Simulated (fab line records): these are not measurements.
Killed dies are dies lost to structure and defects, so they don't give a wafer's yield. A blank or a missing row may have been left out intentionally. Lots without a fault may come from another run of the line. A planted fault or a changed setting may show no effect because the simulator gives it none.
Which of the tools did it? -- flow nand-harc -- Sampling: 22 lots, 66 wafers, 4 of 1159 route steps

WHAT THE GAUGES SHOWED, per wafer
NHARC_A_CONTACT_INSPECT_71. Usual: 27 for raw-defect-count, sd 15.
lot,measured,on,raw-defect-count,flag
L074,day 16 20:14,defect-inspect-02,19 29 26,
L077,day 17 04:37,defect-inspect-02,16 27 22,
L076,day 17 05:14,defect-inspect-01,9 12 8,
L078,day 17 17:53,defect-inspect-01,21 5 14,
L080,day 18 09:57,defect-inspect-02,43 44 39,
L081,day 18 11:28,defect-inspect-02,16 8 16,
L083,day 18 22:30,defect-inspect-02,14 13 18,
L084,day 19 03:14,defect-inspect-02,28 39 41,
L079,day 19 04:55,defect-inspect-02,31 41 32,
L086,day 19 07:55,defect-inspect-01,10 5 7,
L088,day 19 08:32,defect-inspect-01,49 38 40,
L085,day 19 17:10,defect-inspect-01,39 59 51,
L087,day 19 18:07,defect-inspect-02,18 11 12,
L089,day 20 08:25,defect-inspect-01,22 30 25,
L090,day 20 13:04,defect-inspect-01,27 48 41,
L091,day 20 14:38,defect-inspect-02,37 31 27,
L092,day 20 19:28,defect-inspect-01,11 15 12,
L093,day 21 01:58,defect-inspect-02,43 43 40,
L095,day 21 06:55,defect-inspect-02,57 46 52,
L094,day 21 08:23,defect-inspect-01,8 19 16,
L096,day 21 23:26,defect-inspect-02,17 21 16,
L097,day 23 04:22,defect-inspect-02,38 57 42,

WHICH TOOL RAN EACH LOT (tool, then ch and the chambers of the sampled wafers, then the start)
lot,NHARC_A_CONTACT_ETCH_96,NHARC_A_CONTACT_ETCH_102,NHARC_A_CONTACT_DEP_58
L074,"rie-diel-08 ch 0,1,2, day 16 14:00 or earlier","rie-diel-08 ch 1,2,3, day 16 14:00","pecvd-03 ch 0,1,2, day 16 19:23"
L077,"rie-diel-11 ch 0,2,3, day 17 01:01 or earlier","rie-diel-13 ch 0,1,2, day 17 01:01","pecvd-02 ch 0,1,2, day 17 03:54"
L076,"rie-diel-08 ch 1,2,3, day 17 01:59 or earlier","rie-diel-11 ch 2,3, day 17 01:59","pecvd-02 ch 0,2, day 17 04:23"
L078,"rie-diel-11 ch 0,1, day 17 14:13","rie-diel-08 ch 0,1,2, day 17 14:36","pecvd-03 ch 0,2, day 17 17:03"
L080,"rie-diel-11 ch 0,2,3, day 18 05:41 or earlier","rie-diel-08 ch 0,3, day 18 05:41","pecvd-03 ch 0,1,2, day 18 09:08"
L081,"rie-diel-11 ch 0,3, day 18 07:51 or earlier","rie-diel-11 ch 0,2, day 18 07:51","pecvd-02 ch 1,2, day 18 10:44"
L083,"rie-diel-11 ch 1,2, day 18 18:10 or earlier","rie-diel-08 ch 0,1,2, day 18 18:10","pecvd-03 ch 0,1, day 18 21:40"
L084,"rie-diel-08 ch 1,2, day 18 21:57 or earlier","rie-diel-13 ch 0,2,3, day 18 21:57","pecvd-02 ch 0,1, day 19 02:23"
L079,"rie-diel-13 ch 0,2,3, day 18 22:42 or earlier","rie-diel-13 ch 0,2,3, day 18 22:42","pecvd-04 ch 0,2, day 19 04:04"
L086,"rie-diel-11 ch 0,2,3, day 19 03:50 or earlier","rie-diel-11 ch 1,2,3, day 19 03:50","pecvd-03 ch 1,2, day 19 07:05"
L088,"rie-diel-11 ch 1,2,3, day 19 04:31 or earlier","rie-diel-11 ch 1,2,3, day 19 04:31","pecvd-04 ch 0,1, day 19 07:41"
L085,"rie-diel-13 ch 0,2, day 19 13:23","rie-diel-13 ch 0,2,3, day 19 13:54","pecvd-04 ch 0,1,2, day 19 16:27"
L087,"rie-diel-08 ch 0,1, day 19 14:31","rie-diel-11 ch 0,1,2, day 19 14:53","pecvd-03 ch 0,1,2, day 19 17:17"
L089,"rie-diel-08 ch 0,1, day 20 05:19 or earlier","rie-diel-11 ch 1,2,3, day 20 05:19","pecvd-03 ch 0,1, day 20 07:46"
L090,"rie-diel-08 ch 1,2,3, day 20 08:36 or earlier","rie-diel-11 ch 0,1,3, day 20 08:36","pecvd-04 ch 1,2, day 20 12:12"
L091,"rie-diel-11 ch 0,1,3, day 20 10:08 or earlier","rie-diel-11 ch 1,2, day 20 10:08","pecvd-03 ch 0,1, day 20 13:56"
L092,"rie-diel-08 ch 1,2, day 20 13:52 or earlier","rie-diel-08 ch 1,3, day 20 13:52","pecvd-04 ch 0,1,2, day 20 18:37"
L093,"rie-diel-13 ch 0,1,3, day 20 18:04 or earlier","rie-diel-11 ch 1,2,3, day 20 18:04","pecvd-02 ch 0,1, day 21 01:05"
L095,"rie-diel-11 ch 1,2, day 21 03:31 or earlier","rie-diel-11 ch 1,2,3, day 21 03:31","pecvd-02 ch 0,2, day 21 06:06"
L094,"rie-diel-11 ch 1,2,3, day 21 04:09 or earlier","rie-diel-13 ch 0,1,3, day 21 04:09","pecvd-03 ch 0,1,2, day 21 07:40"
L096,"rie-diel-11 ch 0,1,2, day 21 20:19 or earlier","rie-diel-11 ch 0,1,2, day 21 20:19","pecvd-03 ch 0,1,2, day 21 22:41"
L097,"rie-diel-08 ch 1,2,3, day 23 01:04 or earlier","rie-diel-11 ch 1,2,3, day 23 01:04","pecvd-04 ch 0,1,2, day 23 03:31"
- NHARC_A_CONTACT_ETCH_96: etches the open film in C4F6/O2, target depth 20 nm, time 10 s.
- NHARC_A_CONTACT_ETCH_102: etches the open film in CF4/O2, target depth 70 nm, overetch 7 nm, time 38.5 s.
- NHARC_A_CONTACT_DEP_58: deposits SiON, target thk 60 nm.

AS READ BY THE TOOLS THEMSELVES (means over the sampled wafers that have a number; for cases with no such wafer, the mark the record gives instead)
NHARC_A_CONTACT_ETCH_96. Usual: drypump-motor-current-A 5.9 A, standard deviation 0.4; oes-product-au 0.969 a.u., standard deviation 0.024; rf-vpp-V 546.0 V, standard deviation 2.4; showerhead-plenum-p-Torr 3.88 Torr, standard deviation 0.11; throttle-valve-pct 26.904 %, standard deviation 0.009.
lot,tool,drypump-motor-current-A (A),oes-product-au (a.u.),rf-vpp-V (V),showerhead-plenum-p-Torr (Torr),throttle-valve-pct (%),flag
L074,rie-diel-08,6.1,0.971,545.3,3.88,26.906,
L077,rie-diel-11,5.8,0.998,547.3,3.94,26.907,
L076,rie-diel-08,5.9,0.952,545.4,3.85,26.900,
L078,rie-diel-11,6.4,0.951,546.7,3.93,26.900,
L080,rie-diel-11,5.8,0.951,547.0,3.93,26.904,
L081,rie-diel-11,6.1,1.003,545.7,3.88,26.907,
L083,rie-diel-11,6.2,0.960,547.7,3.97,26.905,
L084,rie-diel-08,6.0,1.013,544.4,3.79,26.894,
L079,rie-diel-13,5.5,0.933,545.6,3.85,26.898,
L086,rie-diel-11,5.8,0.949,547.4,3.93,26.894,
L088,rie-diel-11,6.0,1.004,546.7,3.94,26.901,
L085,rie-diel-13,5.6,0.960,546.5,3.93,26.905,
L087,rie-diel-08,6.3,0.953,545.3,3.84,26.910,
L089,rie-diel-08,6.3,0.969,542.8,3.76,26.902,
L090,rie-diel-08,5.8,0.947,545.1,3.83,26.910,
L091,rie-diel-11,6.2,0.948,546.9,3.88,26.909,
L092,rie-diel-08,5.8,0.957,545.7,3.87,26.893,
L093,rie-diel-13,5.4,0.976,543.8,3.78,26.903,
L095,rie-diel-11,6.2,0.976,547.6,3.97,26.912,
L094,rie-diel-11,6.0,1.008,547.4,3.93,26.906,
L096,rie-diel-11,6.0,0.958,547.2,3.96,26.900,
L097,rie-diel-08,5.9,0.997,545.0,3.82,26.898,

NHARC_A_CONTACT_ETCH_102. Usual: drypump-motor-current-A 5.8 A, standard deviation 0.41; oes-product-au 1.002 a.u., standard deviation 0.0094; rf-vpp-V 197.6 V, standard deviation 1.1; showerhead-plenum-p-Torr 1.32 Torr, standard deviation 0.039; throttle-valve-pct 13.399 %, standard deviation 0.009.
lot,tool,drypump-motor-current-A (A),oes-product-au (a.u.),rf-vpp-V (V),showerhead-plenum-p-Torr (Torr),throttle-valve-pct (%),flag
L074,rie-diel-08,5.8,1.012,197.0,1.31,13.415,
L077,rie-diel-13,5.4,1.003,197.8,1.32,13.402,
L076,rie-diel-11,5.8,0.999,197.4,1.33,13.397,
L078,rie-diel-08,6.0,1.004,197.5,1.32,13.398,
L080,rie-diel-08,6.1,0.997,197.4,1.33,13.396,
L081,rie-diel-11,5.8,1.003,197.9,1.35,13.391,
L083,rie-diel-08,6.0,1.011,196.7,1.32,13.397,
L084,rie-diel-13,5.6,0.995,197.7,1.31,13.394,
L079,rie-diel-13,5.5,0.996,197.4,1.31,13.388,
L086,rie-diel-11,6.0,1.003,199.0,1.34,13.393,
L088,rie-diel-11,5.9,1.003,198.6,1.34,13.395,
L085,rie-diel-13,5.6,0.999,197.7,1.31,13.390,
L087,rie-diel-11,6.0,0.999,198.3,1.35,13.405,
L089,rie-diel-11,6.0,1.004,198.3,1.34,13.400,
L090,rie-diel-11,6.2,1.008,198.2,1.32,13.400,
L091,rie-diel-11,5.7,1.005,198.5,1.37,13.401,
L092,rie-diel-08,5.9,0.999,196.2,1.28,13.403,
L093,rie-diel-11,5.9,1.010,198.2,1.34,13.404,
L095,rie-diel-11,6.0,1.002,197.8,1.34,13.392,
L094,rie-diel-13,5.4,1.001,195.9,1.28,13.402,
L096,rie-diel-11,5.9,0.991,198.3,1.35,13.408,
L097,rie-diel-11,6.0,1.013,198.1,1.34,13.398,

NHARC_A_CONTACT_DEP_58. Usual: heater-power-w 774 W, standard deviation 110; susceptor-temp-C 399.99 C, standard deviation 0.24.
lot,tool,heater-power-w (W),susceptor-temp-C (C),flag
L074,pecvd-03,791,399.78,
L077,pecvd-02,749,400.04,
L076,pecvd-02,673,400.02,
L078,pecvd-03,879,400.11,
L080,pecvd-03,755,400.04,
L081,pecvd-02,710,399.94,
L083,pecvd-03,760,399.91,
L084,pecvd-02,858,399.97,
L079,pecvd-04,659,400.24,
L086,pecvd-03,734,399.86,
L088,pecvd-04,721,400.11,
L085,pecvd-04,758,399.93,
L087,pecvd-03,813,400.09,
L089,pecvd-03,912,400.01,
L090,pecvd-04,803,399.53,
L091,pecvd-03,917,399.88,
L092,pecvd-04,744,400.26,
L093,pecvd-02,838,399.89,
L095,pecvd-02,775,399.83,
L094,pecvd-03,757,399.87,
L096,pecvd-03,750,400.06,
L097,pecvd-04,787,400.22,

THE ANSWER, worked out from the rows above alone
Rule: a lot is off if the mean of its wafers that have a number lies more than 3 standard deviations from the usual mean. A lot without any number at a reading at which 4 lots or more have one is off too. All remaining lots with rows at the step are treated as sound. First the gauges in route order, then the tools' own readings, where a lot's mean is used as printed above. The first step at which some lot is off is used, and at that step the reading that is off furthest; a lot without a number counts as furthest.
Across all readings shown, no lot is off: no conclusion can be drawn from this.

WHAT THE SIMULATOR HAD INSERTED
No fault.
